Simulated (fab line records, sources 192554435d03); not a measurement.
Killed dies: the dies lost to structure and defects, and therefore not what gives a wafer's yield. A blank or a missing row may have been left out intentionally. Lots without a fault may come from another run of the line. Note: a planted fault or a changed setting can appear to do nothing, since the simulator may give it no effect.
Struck lot and sound lot, side by side | flow n5_finfet | 14 steps out of a route of 1938
Sound: the wafers L448.1, L448.5, L448.6. Struck: wafers L451.3, L451.4, L451.6. The cause is given at the end.
Per side, at each step with rows, come the tool, then ch with its chambers, and then its first start. Under that, the readings that differ: sound wafers | struck wafers | difference of the means | sigmas: that difference in standard deviations of wafers without a fault.
alike: words and numbers the same on both sides, and readings whose means are apart by under 2 such deviations; not compared: readings that were withheld, readings missing a value for some wafer, numbers with overlapping values and no deviation given by the record, and bounds like >300 which may hide the same value.
The two part at a step that has a row with sigmas, a row that says differs or no value, or rows on one side only. When numbers do not overlap yet have no deviation, they are printed without sigmas and do not part them. A reading that every wafer of one side lacks parts them only if that side has two wafers or more.

N5_BEOL_M1_CD_MEAS_35: target cd 18 nm, target cd y 21 nm.
  sound on cd_sem-03, day 10 12:37; struck on cd_sem-01, day 10 21:32
  alike: cd_nm
N5_BEOL_M1_DEGAS_44: time 60 s.
  sound on pvd_sputter-03, day 10 12:52; struck on pvd_sputter-03, day 10 21:45
  alike: heater_power_w
then, 1 step without rows for these wafers: N5_BEOL_M1_PRE_CLEAN_45 (time 30 s).
N5_BEOL_M1_ALD_84: deposits TaN, pulse time 2 s, purge time 3 s, co reactant purge time 2 s.
  sound on ald_metal-02 ch 0,1,3, day 10 12:58; struck on ald_metal-04 ch 1,3, day 10 21:51
  alike: heater_power_w, mfc_carrier_sccm
then, 4 steps without rows for these wafers: N5_BEOL_M1_SURFACE_TREAT_85; N5_BEOL_M1_CVD_47 (deposits Co from CCTBA/H2, target thk 3 nm, time 223.8 s); N5_BEOL_M1_SPUTTER_48 (material Cu, target thk 4.5 nm, time 8.29 s); N5_BEOL_M1_ANNEAL_49 (time 240 s).
N5_BEOL_M1_SPUTTER_79: material Cu, target thk 4.5 nm, time 8.29 s.
  sound on pvd_sputter-02, day 10 13:43; struck on pvd_sputter-01, day 10 22:36
  alike: chamber_pressure_pa, chuck_gas_flow_sccm, throttle_valve_pct
N5_BEOL_M1_ANNEAL_80: time 240 s.
  sound on pvd_sputter-02, day 10 13:47; struck on pvd_sputter-01, day 10 22:41
  alike: heater_power_w
then, 2 steps without rows for these wafers: N5_BEOL_M1_SPUTTER_81 (material Cu, target thk 4.5 nm, time 8.29 s); N5_BEOL_M1_ANNEAL_82 (time 240 s).
N5_BEOL_M1_SPUTTER_86: material Cu, target thk 4.5 nm, time 8.29 s.
  sound on pvd_sputter-02, day 10 14:09; struck on pvd_sputter-01, day 10 23:02
  no value came back on the struck wafers for chamber_pressure_pa (Pa), chuck_gas_flow_sccm (sccm), throttle_valve_pct (%); on the sound wafers chamber_pressure_pa (Pa) reads 0.07024 0.06991 0.07009
N5_BEOL_M1_ANNEAL_87: time 240 s.
  sound on pvd_sputter-02, day 10 14:14; struck on pvd_sputter-01, day 10 23:07
  alike: heater_power_w

## WHERE THEY PART
At N5_BEOL_M1_SPUTTER_86 and nowhere else, as far as this record goes. Later steps at which nothing parts them and some readings are alike: N5_BEOL_M1_ANNEAL_87.

WHY: what had been put in by the simulator
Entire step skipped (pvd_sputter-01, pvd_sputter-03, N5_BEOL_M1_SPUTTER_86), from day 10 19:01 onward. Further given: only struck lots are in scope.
